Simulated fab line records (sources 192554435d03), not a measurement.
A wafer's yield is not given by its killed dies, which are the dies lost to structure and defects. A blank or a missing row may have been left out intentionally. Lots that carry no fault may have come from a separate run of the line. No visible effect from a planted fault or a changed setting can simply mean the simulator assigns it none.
Matching of chambers / flow n5 finfet / uv cure-01 running N5_BEOL_M5_CURE_80: 3 sister chambers
The step cures SiCOH lowk, time 120 s. 6 wafers are shown with their chamber, then 11 later ones without.

== EACH WAFER AND ITS CHAMBER ==
wafer=L082.5; chamber=1; wafer_temp_C_max=371.1; lamp power pct (%)=52.27
wafer=L082.6; chamber=1; wafer_temp_C_max=371.4; lamp power pct (%)=52.28
wafer=L086.2; chamber=0; wafer_temp_C_max=372.2; lamp power pct (%)=52.34
wafer=L086.3; chamber=0; wafer_temp_C_max=372.0; lamp power pct (%)=52.20
wafer=L085.6; chamber=2; wafer_temp_C_max=371.9; lamp power pct (%)=52.32
wafer=L088.1; chamber=2; wafer_temp_C_max=371.7; lamp power pct (%)=52.35

== WAFERS MISSING THEIR CHAMBER ==
wafer=L088.4; wafer_temp_C_max=371.9; lamp power pct (%)=52.34
wafer=L088.6; wafer_temp_C_max=371.5; lamp power pct (%)=52.32
wafer=L089.2; wafer_temp_C_max=370.5; lamp power pct (%)=52.31
wafer=L089.3; wafer_temp_C_max=371.2; lamp power pct (%)=52.37
wafer=L089.5; wafer_temp_C_max=371.2; lamp power pct (%)=52.35
wafer=L094.1; wafer_temp_C_max=372.2; lamp power pct (%)=52.32
wafer=L094.3; wafer_temp_C_max=372.2; lamp power pct (%)=52.25
wafer=L094.4; wafer_temp_C_max=372.1; lamp power pct (%)=52.30
wafer=L097.2; wafer_temp_C_max=370.6; lamp power pct (%)=52.34
wafer=L097.3; wafer_temp_C_max=371.1; lamp power pct (%)=52.31
wafer=L097.4; wafer_temp_C_max=370.7; lamp power pct (%)=52.34

== CHAMBER TAKEN BY EACH ==
wafer=L088.4; from the rows above=can't be placed: 2 or 0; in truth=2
wafer=L088.6; from the rows above=can't be placed: 1 or 2 or 0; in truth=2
wafer=L089.2; from the rows above=1; in truth=1
wafer=L089.3; from the rows above=can't be placed: 1 or 2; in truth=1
wafer=L089.5; from the rows above=1; in truth=1
wafer=L094.1; from the rows above=can't be placed: 0 or 2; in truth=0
wafer=L094.3; from the rows above=0; in truth=0
wafer=L094.4; from the rows above=can't be placed: 0 or 2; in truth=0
wafer=L097.2; from the rows above=1; in truth=1
wafer=L097.3; from the rows above=1; in truth=1
wafer=L097.4; from the rows above=1; in truth=1
Correct placement for 6 of the 11. Cannot be placed on the basis of these rows: 5; the candidates contain the true chamber in 5. Wrongly placed: 0.
How it was worked out, from the rows above alone: a wafer's distance from a chamber is the root of the sum, over the readings, of the square of ((its reading less the chamber's mean) divided by the reading's scatter). If the next closest chamber is less than 2 further off than the closest, the wafer can't be placed; otherwise it belongs to the closest. The mean given for a chamber averages the wafers shown for that chamber. The scatter is the square root of a quotient: the sum, over the shown wafers, of each reading's squared deviation from its chamber's mean, divided by wafers minus chambers.
